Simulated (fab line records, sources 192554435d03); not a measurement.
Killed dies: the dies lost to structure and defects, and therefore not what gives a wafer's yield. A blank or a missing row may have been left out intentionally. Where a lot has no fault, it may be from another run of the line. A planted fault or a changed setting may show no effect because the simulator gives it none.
Problem report, 8D (eight disciplines) form, completed by code    flow n5 finfet    the parts of the form that need people (team, actions taken, sign-off) are left out

== 1. PROBLEM STATEMENT ==
Mean of barrier field endpoint s at N5_BEOL_M12_CMP_49: 18.0 s across 6 wafers in 2 lots; on wafers with no fault it is 30.0 s (standard deviation 0.99). Measured from the usual mean, that is -12 standard deviations.
The step: polishes, stops on SiOC, t overpolish 20.6 s, target thk 320 nm.
First seen on wafer L510.3, day 13 15:43, on cmp-04. At this step, 28 wafers from 10 lots have a number in the record. The rule behind "out" and "out of limits": a value lying over 4 standard deviations away from the usual mean. All remaining wafers that have a number are taken as sound.

== 2. WHAT IT IS, AND WHAT IT ISN'T ==
question                     is                        is not
which readings at this step  barrier field endpoint s  motor current A, slurry flow ml min
which lots                   L509, L510                L504, L505, L506, L519, L520, L522, L526, L527
which wafers of those lots   all that have a number    -
read on which tools          cmp-03, cmp-04            cmp-02
when                         from day 13 15:43         up to then (8 sound wafers); but 14 sound wafers of L519, L520, L522, L526, L527 came after

== 3. THE SUSPECTS, EACH WITH WHAT RULES IT OUT ==
Counting: a tool at any process step up to the reading remains a suspect when it ran all the lots that are out and ran no sound lot after the first of those.
- pvd sputter-02 at N5_BEOL_M12_SPUTTER_44 (material Ta, target thk 10 nm, time 16.13 s): ruled out as a lasting fault. Following L510 (day 13 15:05), the first lot on it that is out, the sound lots L519 were run on it.
Left after counting: nothing in the record.

== 4. THE CAUSE (what the simulator had put in) ==
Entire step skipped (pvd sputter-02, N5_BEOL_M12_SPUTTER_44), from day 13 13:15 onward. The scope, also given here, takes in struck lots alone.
The count ruled it out by mistake, since the rule takes a fault to strike every lot its tool runs from the start of the fault on, and this one did not do so.

== 5. SEQUENCE OF EFFECTS, ordered by route ==
Each row: a reading whose mean over the struck wafers that have a number lies more than 3 standard deviations from the usual. Only readings whose record carries a usual standard deviation are examined. hours: median over the lots of the time between each lot's start at the first step of this table that gives one and its start at this step. sigmas: the change, counted in usual standard deviations.
hours  step                     reading                   usual   on struck wafers  change  sigmas
0      N5_BEOL_M12_CMP_49       barrier field endpoint s  30.0 s  18.0              -12.0   -12
36     N5_PASSIVATION_PROBE_49  defect limited yield      91.2 %  81.2              -10.0   -7.2
36     N5_PASSIVATION_PROBE_49  killed_at_M4_up           14      129               +115    +20
36     N5_PASSIVATION_PROBE_49  killed dies               103     222               +120    +7.0
36     N5_PASSIVATION_PROBE_49  killed on rim             14      32                +18     +5.3
36     N5_PASSIVATION_PROBE_49  sort_bin_5_function       5.1 %   14.7              +9.6    +10
36     N5_PASSIVATION_PROBE_49  sort n pass               1077    958               -120    -7.0
36     N5_PASSIVATION_PROBE_49  sort yield pct            91.2 %  81.2              -10.0   -7.2
Process steps it contains:
- N5_BEOL_M12_CMP_49: polishes, stops on SiOC, t overpolish 20.6 s, target thk 320 nm.
- N5_PASSIVATION_PROBE_49
Readings that are blank on the struck wafers while sound wafers have them: bias v at N5_BEOL_M12_SPUTTER_44; cathode dc power W at N5_BEOL_M12_SPUTTER_44; throttle valve pct at N5_BEOL_M12_SPUTTER_44.

== 6. WHAT WOULD HAVE CAUGHT IT SOONER ==
In this record the first reading out of limits was taken at day 13 15:43, 2 hours after the fault began at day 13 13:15.
At N5_BEOL_M12_SPUTTER_44 the tool's readings are blank on the struck wafers, where sound wafers have them: an empty tool record is the first sign, and it was there at once.
